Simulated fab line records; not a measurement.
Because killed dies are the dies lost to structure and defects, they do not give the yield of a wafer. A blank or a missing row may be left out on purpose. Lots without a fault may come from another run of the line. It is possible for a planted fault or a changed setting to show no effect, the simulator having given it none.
Which of the tools did it?	flow nandHarc	12 lots with 36 wafers sampled at 2 steps, on a route of 1302 steps

== WHAT THE GAUGES READ, wafer by wafer ==
NHARC_P_GATE_CD_MEAS_26: the cd target is 120 nm.
lot	measured	on	cdNm (nm)
L075	day 5 15:20	cdSem-01	118.7 118.9 119.0
L077	day 6 10:16	cdSem-01	119.7 120.4 119.6
L079	day 7 08:16	cdSem-02	120.9 120.5 120.5
L081	day 8 01:26	cdSem-01	120.9 120.4 120.4
L083	day 8 23:14	cdSem-03	119.1 119.8 119.7
L085	day 9 17:26	cdSem-01	120.2 120.5 120.5
L087	day 10 10:58	cdSem-02	120.5 119.7 120.2
L089	day 11 05:35	cdSem-03	121.4 120.5 121.7
L091	day 12 14:25	cdSem-01	120.6 119.5 120.9
L093	day 13 03:41	cdSem-01	120.0 120.4 120.3
L095	day 13 15:25	cdSem-03	120.6 120.3 120.8
L096	day 14 07:58	cdSem-02	119.3 119.9 120.6

== EACH LOT AND THE TOOL THAT RAN IT (in order: tool; ch and the chambers of the sampled wafers; start) ==
lot	NHARC_P_GATE_HM_DEP_102
L075	aclDep-02 ch 0, day 5 14:00
L077	aclDep-01 ch 0, day 6 08:54
L079	aclDep-01 ch 0, day 7 07:14
L081	aclDep-03 ch 0, day 7 23:37
L083	aclDep-02 ch 0, day 8 21:38
L085	aclDep-01 ch 0, day 9 16:11
L087	aclDep-02 ch 0, day 10 09:49
L089	aclDep-01 ch 0, day 11 04:14
L091	aclDep-02 ch 0, day 12 13:12
L093	aclDep-01 ch 0, day 13 02:20
L095	aclDep-02 ch 0, day 13 14:17
L096	aclDep-02 ch 0, day 14 06:22
- NHARC_P_GATE_HM_DEP_102: deposits aC, target thk 120 nm.

== THE ANSWER, worked out from the rows above alone ==
Rule: the lots themselves supply what counts as usual. Put in order of their means at a reading, lots are off if they are a third of the lots or fewer, leave a main group of 4 or more, and stand apart from it by a gap of 3 or more times the standard deviation of the main group's means; of several such gaps the widest counts. A main group is skipped when, at the precision printed for the reading in the tables above, its means are all equal. Also off: a lot with no number at a reading for which 4 or more lots have one. Where the step has rows for the other lots, those lots are counted as sound.
No lot is off on any of the readings shown, so nothing can be concluded from this.

== WHAT THE SIMULATOR PUT IN ==
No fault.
